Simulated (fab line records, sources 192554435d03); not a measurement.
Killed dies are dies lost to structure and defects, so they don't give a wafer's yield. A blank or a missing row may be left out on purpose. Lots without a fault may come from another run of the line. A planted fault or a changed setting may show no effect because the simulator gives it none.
Split-lot experiment | flow n5_finfet | 7 lots, 21 wafers read, on a route of 1938 steps

THE SPLIT
At N5_SD_EPI_P_EPI_21 (deposits SiGe:B, time 355 s), the setting epi_growth_time_s was moved away from the recipe's 355 s on 9 of the 21 wafers read, by -8.4% to +9.2%. The other wafers ran this setting at the recipe's value.

FROM THE SPLIT TO THE READING: what the file shows between them, 3 steps
- N5_SD_EPI_P_EPI_MEAS_23
- N5_SD_EPI_P_HM_STRIP_48: strips SiNx in H3PO4, material SiNx, target depth 3 nm
- N5_SD_EPI_P_SRD_49: time 30 s

THE READING
SiGe-B_of_SD_EPI_P_EPI_21.thk_nm (the simulator's own value, which no gauge read), in nm, at N5_SD_EPI_P_PRECLEAN_24 (cleans in O3/DIW, time 45 s). The file gives no usual value for it. The 12 wafers here that ran the recipe average 60.2 nm, standard deviation 0.55 nm.

wafer  | tool, chamber at the split | epi_growth_time_s as run, s | against the recipe | SiGe-B_of_SD_EPI_P_EPI_21.thk_nm, nm | against lot-mates on the recipe
L074.4 | epi_rpcvd-04, 0            | 355                         | recipe             | 60                                   | -
L074.5 | epi_rpcvd-04, 0            | 387.5                       | +9.2%              | 64.4                                 | +4.6
L074.6 | epi_rpcvd-04, 0            | 355                         | recipe             | 59.6                                 | -
L075.3 | epi_rpcvd-01, 0            | 371.2                       | +4.6%              | 61.4                                 | +1.6
L075.5 | epi_rpcvd-01, 0            | 355                         | recipe             | 59.8                                 | -
L075.6 | epi_rpcvd-01, 0            | 371.2                       | +4.6%              | 62.2                                 | +2.4
L082.2 | epi_rpcvd-04, 0            | 374.1                       | +5.4%              | 62.4                                 | +2.2
L082.5 | epi_rpcvd-04, 0            | 374.1                       | +5.4%              | 62.4                                 | +2.2
L082.3 | epi_rpcvd-04, 0            | 355                         | recipe             | 60.2                                 | -
L083.1 | epi_rpcvd-04, 0            | 325.1                       | -8.4%              | 56                                   | -3.8
L083.2 | epi_rpcvd-04, 0            | 325.1                       | -8.4%              | 56                                   | -3.8
L083.5 | epi_rpcvd-04, 0            | 355                         | recipe             | 59.8                                 | -
L084.1 | epi_rpcvd-04, 0            | 370.5                       | +4.4%              | 61.4                                 | +2.0
L084.3 | epi_rpcvd-04, 0            | 355                         | recipe             | 59.4                                 | -
L084.4 | epi_rpcvd-04, 0            | 370.5                       | +4.4%              | 62.4                                 | +3.0
L085.3 | epi_rpcvd-02, 0            | 355                         | recipe             | 59.6                                 | -
L085.4 | epi_rpcvd-02, 0            | 355                         | recipe             | 60.4                                 | -
L085.6 | epi_rpcvd-02, 0            | 355                         | recipe             | 60.4                                 | -
L092.2 | epi_rpcvd-02, 0            | 355                         | recipe             | 61                                   | -
L092.3 | epi_rpcvd-02, 0            | 355                         | recipe             | 60.6                                 | -
L092.5 | epi_rpcvd-02, 0            | 355                         | recipe             | 61.2                                 | -

THE FIT
A straight line over all 21 wafers: SiGe-B_of_SD_EPI_P_EPI_21.thk_nm changes by +0.455 nm for each +1% of epi_growth_time_s; r = +0.97; the points scatter about the line by 0.51 nm.
The same after taking each lot's own level away (the mean of its wafers on the recipe; 21 wafers): +0.466 nm for each +1%; r = +0.98; scatter 0.35 nm.
On that fit, the largest move of epi_growth_time_s shifts the reading by 4.3 nm.
The lots' own levels span 59.40 to 60.93 nm, that is 2.8 times the standard deviation above.
So the lot-to-lot level changes the slope little: the two slopes agree.
Check: with one of the wafers moved furthest among these (+9.2%) left out of the fit, the line predicts +4.2 nm for it against its lot-mates. It came out at +4.6 nm against them.

OTHER SPLITS ON THESE WAFERS
These wafers also went through other splits before the reading. Each is held against what the fit with the lots' levels taken away leaves over:
other split on the same wafers     | wafers away from the commonest value | r with SiGe-B_of_SD_EPI_P_EPI_21.thk_nm (lot level and that fit taken away)
N5_ZERO_LAYER_PEB_09 peb_time_s    | as run: not given for these wafers   | -
N5_ZERO_LAYER_ETCH_18 icp_w        | 4                                    | +0.15
N5_WELL_APT_PEB_23 peb_time_s      | 9                                    | +0.29
N5_WELL_APT_DESCUM_30 time_s       | 7                                    | -0.23
N5_FIN_SAQP_PEB_14 peb_time_s      | 9                                    | -0.08
N5_DUMMY_GATE_COAT_09 spin_rpm     | 6                                    | +0.44
N5_DUMMY_GATE_EXPOSE_12 dose_mj    | 4                                    | +0.10
N5_SD_EPI_P_ETCH_16 target_depth_a | 10                                   | -0.03

THE WHOLE CHAIN: every reading that the file lists as answering this split, in the file's order
step                    | what it does                | reading                                                                           | change (the file's fit)               | r (the file's)
N5_SD_EPI_P_EPI_21      | deposits SiGe:B, time 355 s | SiGe-B_of_SD_EPI_P_EPI_21.thk_nm (the simulator's own value, which no gauge read) | +0.478 nm for each +1% of the setting | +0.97
N5_SD_EPI_P_EPI_MEAS_23 |                             | thk_nm                                                                            | withheld for each +1% of the setting  | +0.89
N5_SD_EPI_P_PRECLEAN_24 | cleans in O3/DIW, time 45 s | SiGe-B_of_SD_EPI_P_EPI_21.thk_nm (the simulator's own value, which no gauge read) | +0.474 nm for each +1% of the setting | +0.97

THE FILE'S OWN FIT
SiGe-B_of_SD_EPI_P_EPI_21.thk_nm changes by +0.474 nm for each +1% of epi_growth_time_s, r = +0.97.
